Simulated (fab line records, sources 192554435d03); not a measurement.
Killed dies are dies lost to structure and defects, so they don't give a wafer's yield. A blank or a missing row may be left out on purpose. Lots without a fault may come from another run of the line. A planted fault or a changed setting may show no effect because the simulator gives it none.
Chamber matching | flow n5_finfet | N5_MOL_CONTACT_COAG_ETCH_106 on rie_diel-05: 4 sister chambers
The step etches SOC in N2/H2, target depth 80 nm, overetch 16 nm, time 120 s. 8 wafers are shown with their chamber, then 11 later ones without.

WAFERS WITH THEIR CHAMBER
wafer  | chamber | showerhead_plenum_p_Torr (Torr) | drypump_motor_current_A (A)
L086.5 | 0       | 2.37                            | 5.5
L090.1 | 3       | 2.62                            | 5.5
L090.4 | 0       | 2.36                            | 5.5
L090.6 | 1       | 2.50                            | 5.6
L091.1 | 1       | 2.50                            | 5.6
L091.2 | 3       | 2.62                            | 5.5
L091.4 | 2       | 2.67                            | 5.7
L092.2 | 2       | 2.67                            | 5.6

WAFERS WITHOUT THEIR CHAMBER
wafer  | showerhead_plenum_p_Torr (Torr) | drypump_motor_current_A (A)
L092.3 | 2.62                            | 5.5
L092.5 | 2.62                            | 5.5
L093.2 | 2.67                            | 5.7
L093.4 | 2.67                            | 5.7
L093.6 | 2.50                            | 5.6
L097.1 | 2.66                            | 5.7
L097.2 | 2.49                            | 5.6
L097.3 | 2.36                            | 5.6
L097.4 | 2.66                            | 5.7
L097.5 | 2.36                            | 5.6
L097.6 | 2.49                            | 5.6

WHICH CHAMBER EACH WENT THROUGH
wafer  | from the rows above | in truth
L092.3 | 3                   | 3
L092.5 | 3                   | 3
L093.2 | 2                   | 2
L093.4 | 2                   | 2
L093.6 | 1                   | 1
L097.1 | 2                   | 2
L097.2 | 1                   | 1
L097.3 | 0                   | 0
L097.4 | 2                   | 2
L097.5 | 0                   | 0
L097.6 | 1                   | 1
Placed correctly: 11 of 11. Can't be placed from these rows: 0. Placed wrongly: 0.
How it was worked out, from the rows above alone: a wafer's distance from a chamber is the root of the sum, over the readings, of the square of ((its reading less the chamber's mean) divided by the reading's scatter). The wafer belongs to the nearest chamber; if the next one is less than 2 further off, it can't be placed. A chamber's mean is the mean of its shown wafers. The scatter: the root of (the sum of the squares of (reading less its chamber's mean) over the shown wafers, divided by (wafers less chambers)).
